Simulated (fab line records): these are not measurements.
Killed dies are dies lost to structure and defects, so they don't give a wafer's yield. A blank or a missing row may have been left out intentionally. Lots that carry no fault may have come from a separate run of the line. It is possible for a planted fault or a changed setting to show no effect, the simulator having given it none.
A lot that was struck, set against a sound lot | flow n5 finfet | 39 out of 1938 route steps
Sound: the wafers L818.1, L818.2, L818.5. Struck: wafer L831.3 (left out: L831.2, L831.4 of the same lot, which were not struck); the cause appears at the end.
For every step that has rows: the tool of each side, followed by ch and its chambers, followed by its first start. Under that, the readings that differ: sound wafers | struck wafers | difference of the means | sigmas: that difference in standard deviations of wafers without a fault.
alike: a reading whose means differ by less than 2 such deviations, as well as words and numbers matching on both sides. not compared: withheld readings; readings where some wafer has no value; bounds like >300 that might hide an equal value; numbers whose values overlap and for which the record gives no deviation.
Wherever a step has rows on one side only, a row that says differs or no value, or a row with sigmas, the two part there. Numbers that don't overlap but have no deviation are shown without sigmas and don't part them. A reading that every wafer of one side lacks parts them only if that side has two wafers or more.

first, 10 steps without rows for these wafers: N5_DUMMY_GATE_ETCH_23 (etches poly-Si in HBr/Cl2/O2, target depth 41 nm, time 22.3 s); N5_DUMMY_GATE_ETCH_44 (etches poly-Si in HBr/O2, stops on SiO2, target depth 127.5 nm); N5_DUMMY_GATE_ETCH_42 (etches SiO2 in CHF3/O2, target depth 3.5 nm, time 31 s); N5_DUMMY_GATE_STRIP_48 (strips in N2/H2, time 20 s); N5_DUMMY_GATE_PRECLEAN_33 (cleans in dHF, time 10 s); N5_DUMMY_GATE_PRECLEAN_25 (cleans in O3/DIW, time 45 s); N5_DUMMY_GATE_PRECLEAN_51 (cleans in SC2, time 45 s); N5_DUMMY_GATE_SRD_26 (time 30 s); N5_DUMMY_GATE_UV_OZONE_45 (time 120 s); N5_SPACER0_ALD_07 (deposits SiNx, target thk 2 nm).
N5_SPACER0_ALD_00: deposits SiOCN, target thk 3.5 nm, pulse time 3 s, purge time 2 s.
  sound on ald sin-04 ch 0,1, day 3 21:07; struck on ald sin-04 ch 0, day 6 17:34
  reading                                   | sound             | struck | difference | sigmas
  ald cycles                                | 58 58 58          | 74     | +16        |
  precursor pulse height rel                | 0.998 1.028 1.014 | 0.959  | -0.054     | -3
  model.SiOCN_of_SPACER0_ALD_00.thk nm (nm) | 3.4 3.4 3.4       | 4.4    | +1.0       |
  alike: heater power w
then, 25 steps without rows for these wafers: N5_SPACER0_ALD_08 (deposits SiNx, target thk 2 nm); N5_SD_EPI_N_COAT_32 (time 60 s, resist thk 350 nm); N5_SD_EPI_N_COAT_33 (time 60 s, resist thk 35 nm); N5_SD_EPI_N_COAT_03 (resist thk 150 nm); N5_SD_EPI_N_EBR_05; N5_SD_EPI_N_SOFTBAKE_04 (time 60 s); N5_SD_EPI_N_EXPOSE_06 (exposes mask SD N BLK, target cd 120 nm); N5_SD_EPI_N_PEB_07 (peb time 60 s); N5_SD_EPI_N_DEVELOP_08 (develop time 30 s); N5_SD_EPI_N_DESCUM_14 (chemistry O2, time 7.9 s); N5_SD_EPI_N_ETCH_34 (etches SiARC in CF4, target depth 45.5 nm, time 75.8 s); N5_SD_EPI_N_ETCH_35 (etches SOC in N2/H2, overetch 108 nm, time 486 s); N5_SD_EPI_N_STRIP_36 (strips in N2/H2); N5_SD_EPI_N_ETCHBACK_44 (etches SiNx in CH3F/O2, stops on SiO2, target depth 14.5 nm); N5_SD_EPI_N_ETCH_45 (etches SiOCN in CH3F/O2, target depth 6 nm); N5_SD_EPI_N_ETCH_16 (etches SiO2 in CHF3/O2, target depth 5 nm); N5_SD_EPI_N_STRIP_47 (strips in CHF3/O2); N5_SD_EPI_N_SD_RECESS_17 (chemistry HBr/Cl2/O2, target depth 41 nm, time 23.7 s, bt time 3 s); N5_SD_EPI_N_STRIP_38 (strips in N2/H2); N5_SD_EPI_N_WET_ETCH_43 (etches SiO2 in dHF, time 14 s, target depth 1.5 nm); N5_SD_EPI_N_STRIP_18 (strips in SPM, time 750 s); N5_SD_EPI_N_SRD_20 (time 30 s); N5_SD_EPI_N_PRECLEAN_48 (cleans in NF3:NH3, afs cycles 2, time 20 s, sublimation time 60 s); N5_SD_EPI_N_VAPOR_ETCH_50 (etches Si in HCl, time 54 s); N5_SD_EPI_N_EPI_21 (deposits Si:P, time 690 s).
N5_SD_EPI_P_PRECLEAN_32: cleans in dHF, time 10 s.
  sound on wet bench-01 ch 0,5,6, day 4 06:13; struck on wet bench-05 ch 7, day 7 02:34
  reading                                   | sound       | struck | difference | sigmas
  model.SiOCN_of_SPACER0_ALD_00.thk nm (nm) | 3.4 3.4 3.4 | 4.4    | +1.0       |
-- record jumps: 5 days separate the struck wafers' starts on either side; left off in module SD_EPI_P, taken up again in module BEOL_M4, whose first shown step is the route's number 1111 --
N5_BEOL_M4_RC_MEAS_101:
  sound on prober-01 ch 0, day 8 11:41; struck on prober-01 ch 0, day 11 17:29
  reading         | sound             | struck | difference | sigmas
  ION_N (uA/um)   | 645 662 672       | 632    | -28        | -3
  ION_P (uA/um)   | 446 458 464       | 432    | -24        | -3
  REXT_N (ohm.um) | 74.6 75.7 74.7    | 90.7   | +15.7      | +8
  REXT_P (ohm.um) | 105.0 105.6 107.6 | 113.6  | +7.5       | +3
  alike: DIBL_N, DIBL_P, IOFF_N, IOFF_P, SS_N, SS_P, VT_N, VT_P
-- a jump in the record: the struck wafers' starts before and after are 4 days apart (it breaks off in module BEOL_M4 and resumes in module PASSIVATION, where the first step shown is number 1936 of the route) --
N5_PASSIVATION_PROBE_49:
  rows exist in the record for the struck wafers here (prober-02, day 15 20:05), but not for the sound ones

## WHERE THEY PART
First at N5_SPACER0_ALD_00; last, within this record, at N5_PASSIVATION_PROBE_49.

WHY: whatever the simulator had introduced
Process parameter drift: ald sin-04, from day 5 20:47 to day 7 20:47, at N5_SPACER0_ALD_00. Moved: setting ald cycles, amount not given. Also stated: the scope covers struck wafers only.
